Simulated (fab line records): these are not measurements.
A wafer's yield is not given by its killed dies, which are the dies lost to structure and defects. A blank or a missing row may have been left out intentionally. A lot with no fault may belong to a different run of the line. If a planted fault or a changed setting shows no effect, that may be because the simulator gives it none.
The same fault as seen by 2 desks / flow n5Finfet / only its own numbers are on each desk; what lay behind them is given at the end

== FROM THE METROLOGY DESK ==
What the gauges read, lot by lot, whatever tool the lot ran on: means of the sampled wafers that have a number. Any lot whose mean is over 4 standard deviations away from the usual mean is out of limits and marked OUT; that distance is given in the brackets. 7 of its 10 readings are shown, namely those furthest out on some lot.
Columns: A = DIBL_P at N5_BEOL_M4_RC_MEAS_101, usual 35.7 mV/V; B = IOFF_N at N5_BEOL_M4_RC_MEAS_101, usual 0.155 nA/um; C = IOFF_P at N5_BEOL_M4_RC_MEAS_101, usual 0.204 nA/um; D = ION_P at N5_BEOL_M4_RC_MEAS_101, usual 459 uA/um; E = SS_P at N5_BEOL_M4_RC_MEAS_101, usual 73.1 mV/dec; F = VT_N at N5_BEOL_M4_RC_MEAS_101, usual 250.2 mV; G = VT_P at N5_BEOL_M4_RC_MEAS_101, usual -251 mV
lot=L159; first seen here=day 8 17:21; A=34.0; B=0.150; C=0.201; D=458; E=72.7; F=248.0; G=-249
lot=L162; first seen here=day 8 21:08; A=36.8; B=0.175; C=0.196; D=458; E=73.1; F=246.5; G=-254
lot=L164; first seen here=day 9 00:10; A=36.6; B=0.175; C=0.231; D=466; E=73.6; F=248.1; G=-247
lot=L166; first seen here=day 9 20:37; A=35.7; B=0.144; C=0.179; D=453; E=72.8; F=252.7; G=-256
lot=L168; first seen here=day 10 16:14; A=34.6; B=0.144; C=0.211; D=466; E=73.0; F=250.3; G=-247
lot=L173; first seen here=day 11 13:34; A=33.8; B=0.142; C=0.165; D=454; E=72.8; F=251.6; G=-256
lot=L179; first seen here=day 13 05:38; A=35.4; B=0.150; C=0.189; D=458; E=73.2; F=250.5; G=-253
lot=L180; first seen here=day 13 06:14; A=36.6; B=0.172; C=0.230; D=464; E=72.8; F=247.8; G=-247
lot=L182; first seen here=day 13 19:38; A=35.0; B=0.146; C=0.183; D=456; E=72.4; F=251.2; G=-253
Result from this desk: across the 9 lots, nothing is out of limits.

== FOR THE TOOL OWNER'S DESK: rieDiel-01 ==
The tool's own readings at N5_FIN_SAQP_HM_OPEN_33 (chemistry CH3F/O2, target SiNx, target depth 49.4 nm, time 70.6 s): means of the sampled wafers that have a number, for each lot that ran on this tool. Any lot whose mean is over 4 standard deviations away from the usual mean is out of limits and marked OUT; that distance is given in the brackets.
Columns: A = drypumpMotorCurrentA at N5_FIN_SAQP_HM_OPEN_33, usual 5.8 A; B = etchRfOnTimeS at N5_FIN_SAQP_HM_OPEN_33, usual 69.6 s; C = oes_f_703_au at N5_FIN_SAQP_HM_OPEN_33, usual 0.77 a.u.; D = oesProductAu at N5_FIN_SAQP_HM_OPEN_33, usual 0.66 a.u.; E = rfVppV at N5_FIN_SAQP_HM_OPEN_33, usual 296.1 V; F = showerheadPlenumPTorr at N5_FIN_SAQP_HM_OPEN_33, usual 2.03 Torr; G = throttleValvePct at N5_FIN_SAQP_HM_OPEN_33, usual 16.25 %
lot=L164; first seen here=day 3 07:38; A=5.4; B=68.8; C=0.81; D=0.70; E=299.7; F=2.11; G=16.06
lot=L173; first seen here=day 5 15:40; A=5.6; B=70.7; C=0.76; D=0.65; E=298.5; F=2.03; G=16.11
lot=L179; first seen here=day 7 04:14; A=5.5; B=68.3; C=0.79; D=0.68; E=297.5; F=2.05; G=16.10
lot=L180; first seen here=day 7 10:01; A=5.5; B=77.7 (+8.1) OUT; C=0.79; D=0.64; E=296.6; F=2.05; G=16.11
lot=L182; first seen here=day 7 20:38; A=5.5; B=79.4 (+9.8) OUT; C=0.78; D=0.64; E=298.2; F=2.05; G=16.12
This desk finds L180, L182 out of limits, L180 being first, at day 7 10:01 (etchRfOnTimeS at N5_FIN_SAQP_HM_OPEN_33). L164, L173, L179: within limits.

== ALL TOGETHER ==
At day 7 10:01, on L180, L182, the tool owner's desk was in a position to raise an alarm.
At the metrology desk, nothing out of limits was observed.
The metrology desk holds a record of L180, L182, inside its limits.
Of the lots named, all ran N5_FIN_SAQP_HM_OPEN_33 on rieDiel-01.

== WHAT THE SIMULATOR HAD PUT IN ==
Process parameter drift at N5_FIN_SAQP_HM_OPEN_33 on rieDiel-01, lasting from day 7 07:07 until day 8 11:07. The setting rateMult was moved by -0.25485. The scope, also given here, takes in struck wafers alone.
Struck lots among those shown: L180, L182.
Delay in hours, fault start to first out-of-limits reading, by desk: the tool owner's desk at 3.
